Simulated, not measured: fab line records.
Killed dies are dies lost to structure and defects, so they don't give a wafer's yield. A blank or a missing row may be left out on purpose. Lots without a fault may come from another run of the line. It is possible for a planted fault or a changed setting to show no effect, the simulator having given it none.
8D (eight disciplines) problem report, filled in by code    flow nand_harc    the parts of the form that need people (team, actions taken, sign-off) are left out

## 1. WHAT WENT WRONG
Mean of raw_defect_count at NHARC_P_ZERO_WELL_INSPECT_43: 603 across 6 wafers in 2 lots; on wafers with no fault it is 14 (standard deviation 6.2). Relative to the usual mean, that is a shift of +95 standard deviations.
First seen on wafer L592.2, day 6 17:37, on defect_inspect-01. The record has a number at this step for 36 wafers belonging to 12 lots. By rule, "out" or "out of limits" means more than 4 standard deviations away from the usual mean. The rest of the wafers with a number are treated as sound.

## 2. WHAT THIS IS AND IS NOT
question                     is                      is not
which readings at this step  raw_defect_count        -
which lots                   L592, L594              L581, L582, L584, L596, L599, L600, L601, L602, L603, L604
which wafers of those lots   all that have a number  -
read on which gauges         defect_inspect-01       defect_inspect-02
when                         from day 6 17:37        up to then (9 sound wafers); but 21 sound wafers of L596, L599, L600, L601, L602, L603, L604 came after

## 3. THE SUSPECTS, EACH WITH WHAT RULES IT OUT
Counting: a tool at a process step up to the reading stays a suspect if it ran every lot that is out and no sound lot after the first of them.
- the gauge at NHARC_P_ZERO_WELL_INSPECT_43 is ruled out. All the wafers that are out were read on defect_inspect-01, but those of them that NHARC_END_SORT_01 has rows for are out there too, on other tools.
- pecvd-02 at NHARC_P_ZERO_WELL_PECVD_02 (deposits SiO2, target thk 10 nm): ruled out as a lasting fault. The sound lots L601 went through it after L592, its earliest lot that is out (day 6 10:29).
Left after counting: nothing in the record.

## 4. THE CAUSE (what the simulator had put in)
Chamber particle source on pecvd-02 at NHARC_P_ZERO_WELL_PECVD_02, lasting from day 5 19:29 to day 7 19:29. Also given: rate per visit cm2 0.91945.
It was ruled out by counting, in error; the rule expects a fault to strike all lots run on its tool from its start on, and this fault did not.

## 5. THE EFFECT CHAIN, in route order
Each row: a reading where the mean over the struck wafers with a number is more than 3 standard deviations away from the usual. Readings are gone through only where the record gives a usual standard deviation; hours: the median, over the lots, of the time from a lot's start at the first step in this table giving one to that lot's start at this step; sigmas: the change measured in usual standard deviations.
hours  step                          reading              usual  on struck wafers  change  sigmas
0      NHARC_P_ZERO_WELL_INSPECT_43  raw_defect_count     14     603               +589    +95
543    NHARC_END_SORT_01             killed_at_periphery  3.2    80.2              +77.0   +37
543    NHARC_END_SORT_01             killed_dies          63     137               +74     +3.5
Later measuring or inspecting steps at which every struck wafer that the step has a row for has a number for every such reading, and none has moved that far: NHARC_P_STI_OVL_MEAS_10.

## 6. HOW IT WOULD HAVE BEEN CAUGHT EARLIER
The first out-of-limits reading at a measuring or inspecting step in this record came at day 6 17:37, 22 hours after the fault's start at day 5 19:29.
